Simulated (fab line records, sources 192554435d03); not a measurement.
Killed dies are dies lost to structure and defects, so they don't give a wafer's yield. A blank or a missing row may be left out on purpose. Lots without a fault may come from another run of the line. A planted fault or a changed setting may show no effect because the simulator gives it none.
Which tool did it? | flow n5_finfet | 11 lots, 32 wafers sampled, at 3 steps of a route of 1938

WHAT THE GAUGES READ, wafer by wafer
N5_BEOL_M6_THK_MEAS_01.
lot  | measured     | on            | M6_ILD_THK (nm)
L135 | day 9 03:49  | film_metro-02 | 154.0 154.9 156.1
L136 | day 9 05:44  | film_metro-02 | 154.1 155.7 156.1
L139 | day 10 11:49 | film_metro-02 | 154.0 156.2 156.5
L140 | day 10 11:43 | film_metro-02 | 152.3 153.1 154.1
L141 | day 10 17:32 | film_metro-01 | 153.5 151.8 153.7
L145 | day 11 17:51 | film_metro-01 | 153.1 157.8 154.1
L149 | day 12 21:40 | film_metro-02 | 155.4 158.5 160.1
L150 | day 13 01:59 | film_metro-01 | 156.5 154.2 156.3
L152 | day 13 03:14 | film_metro-01 | 155.0 152.1 157.6
L154 | day 14 20:12 | film_metro-02 | 155.0 153.7
L156 | day 15 13:04 | film_metro-01 | 151.8 153.9 155.4

WHICH TOOL RAN EACH LOT (tool, then ch and the chambers of the sampled wafers, then the start)
lot  | N5_BEOL_M5_ANNEAL_84         | N5_BEOL_M5_ANNEAL_89
L135 | pvd_sputter-01, day 8 23:50  | pvd_sputter-01, day 9 00:56
L136 | pvd_sputter-03, day 9 01:56  | pvd_sputter-03, day 9 03:02
L139 | pvd_sputter-03, day 10 07:13 | pvd_sputter-03, day 10 08:18
L140 | pvd_sputter-01, day 10 07:40 | pvd_sputter-01, day 10 08:46
L141 | pvd_sputter-02, day 10 13:44 | pvd_sputter-02, day 10 14:50
L145 | pvd_sputter-01, day 11 14:04 | pvd_sputter-01, day 11 15:08
L149 | pvd_sputter-03, day 12 16:10 | pvd_sputter-03, day 12 18:50
L150 | pvd_sputter-03, day 12 22:10 | pvd_sputter-03, day 12 23:16
L152 | pvd_sputter-02, day 12 23:26 | pvd_sputter-02, day 13 00:31
L154 | pvd_sputter-01, day 14 15:49 | pvd_sputter-01, day 14 16:55
L156 | pvd_sputter-01, day 15 09:15 | pvd_sputter-01, day 15 10:20
- N5_BEOL_M5_ANNEAL_84: time 1800 s.
- N5_BEOL_M5_ANNEAL_89: time 1800 s.

THE ANSWER, worked out from the rows above alone
Rule: what is usual is taken from the lots themselves. Put in order of their means at a reading, lots are off if they are a third of the lots or fewer, leave a main group of 4 or more, and stand apart from it by a gap of 3 or more times the standard deviation of the main group's means; of several such gaps the widest counts. A main group whose means are all the same, to the digits that the tables above print for the reading, isn't used. A lot without any number at a reading at which 4 lots or more have one is off too. The other lots that the step has rows for count as sound.
No lot is off at any reading shown: from this, nothing can be told.

WHAT THE SIMULATOR HAD PUT IN
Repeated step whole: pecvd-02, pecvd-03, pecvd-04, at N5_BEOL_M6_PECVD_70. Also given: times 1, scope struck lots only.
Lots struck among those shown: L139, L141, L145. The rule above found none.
